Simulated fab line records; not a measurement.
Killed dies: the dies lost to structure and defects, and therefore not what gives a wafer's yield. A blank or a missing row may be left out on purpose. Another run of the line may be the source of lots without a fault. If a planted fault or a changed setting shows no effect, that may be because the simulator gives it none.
One fault seen from 2 desks | flow n5_finfet | every desk sees just its own numbers, and what lay behind them comes last

== METROLOGY DESK ==
What the gauges read, lot by lot, whatever tool the lot ran on: means of the sampled wafers that have a number. Any lot whose mean is over 4 standard deviations away from the usual mean is out of limits and marked OUT; that distance is given in the brackets. Only the readings that lie furthest out on some lot appear, 7 of the 10 it has.
Columns: A = DIBL_P at N5_BEOL_M4_RC_MEAS_101, usual 36.5 mV/V; B = IOFF_N at N5_BEOL_M4_RC_MEAS_101, usual 0.16 nA/um; C = ION_P at N5_BEOL_M4_RC_MEAS_101, usual 459 uA/um; D = SS_N at N5_BEOL_M4_RC_MEAS_101, usual 71.6 mV/dec; E = SS_P at N5_BEOL_M4_RC_MEAS_101, usual 73.4 mV/dec; F = VT_N at N5_BEOL_M4_RC_MEAS_101, usual 250 mV; G = VT_P at N5_BEOL_M4_RC_MEAS_101, usual -250.5 mV
lot  | first seen here | A    | B    | C   | D    | E    | F   | G
L253 | day 8 21:43     | 37.1 | 0.17 | 464 | 71.4 | 73.8 | 247 | -249.8
L258 | day 10 10:53    | 36.1 | 0.16 | 455 | 71.0 | 73.6 | 251 | -252.8
L263 | day 11 19:15    | 37.8 | 0.19 | 458 | 72.1 | 73.5 | 249 | -249.4
L261 | day 11 20:07    | 35.5 | 0.14 | 462 | 70.9 | 72.9 | 251 | -249.8
This desk's verdict: no lot among the 4 shows anything out of limits.

== THE TOOL OWNER'S DESK: rie_si-01 ==
The tool's own readings at N5_BEOL_M0_SAQP_MANDREL_ETCH_103 (etches a-Si in HBr/Cl2, stops on SiCN, target depth 45 nm, bt time 10 s, time 27 s): means of the sampled wafers that have a number, for each lot that ran on this tool. Any lot whose mean is over 4 standard deviations away from the usual mean is out of limits and marked OUT; that distance is given in the brackets.
Columns: A = drypump_motor_current_A at N5_BEOL_M0_SAQP_MANDREL_ETCH_103, usual 5.7 A; B = oes_product_au at N5_BEOL_M0_SAQP_MANDREL_ETCH_103, usual 0.680 a.u.; C = throttle_valve_pct at N5_BEOL_M0_SAQP_MANDREL_ETCH_103, usual 35.4 %
lot  | first seen here | A   | B               | C
L253 | day 6 12:25     | 5.9 | 0.671           | 35.3
L258 | day 7 20:02     | 6.0 | 0.544 (-12) OUT | 35.6
L261 | day 8 19:57     | 6.0 | 0.543 (-12) OUT | 35.6
This desk finds L258, L261 out of limits, L258 being first, at day 7 20:02 (oes_product_au at N5_BEOL_M0_SAQP_MANDREL_ETCH_103). L253: within limits.

== TAKEN TOGETHER ==
An alarm could have come from the tool owner's desk at day 7 20:02, on L258, L261.
The metrology desk saw nothing out of limits.
The metrology desk has L258, L261 on record, within its limits.
Every lot named ran N5_BEOL_M0_SAQP_MANDREL_ETCH_103 on rie_si-01.

== WHAT WAS PUT IN BY THE SIMULATOR ==
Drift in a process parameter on rie_si-01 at N5_BEOL_M0_SAQP_MANDREL_ETCH_103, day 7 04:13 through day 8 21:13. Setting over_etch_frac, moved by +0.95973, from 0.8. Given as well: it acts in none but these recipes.
Lots struck among those shown: L258, L261.
Delay in hours, fault start to first out-of-limits reading, by desk: the tool owner's desk at 16.
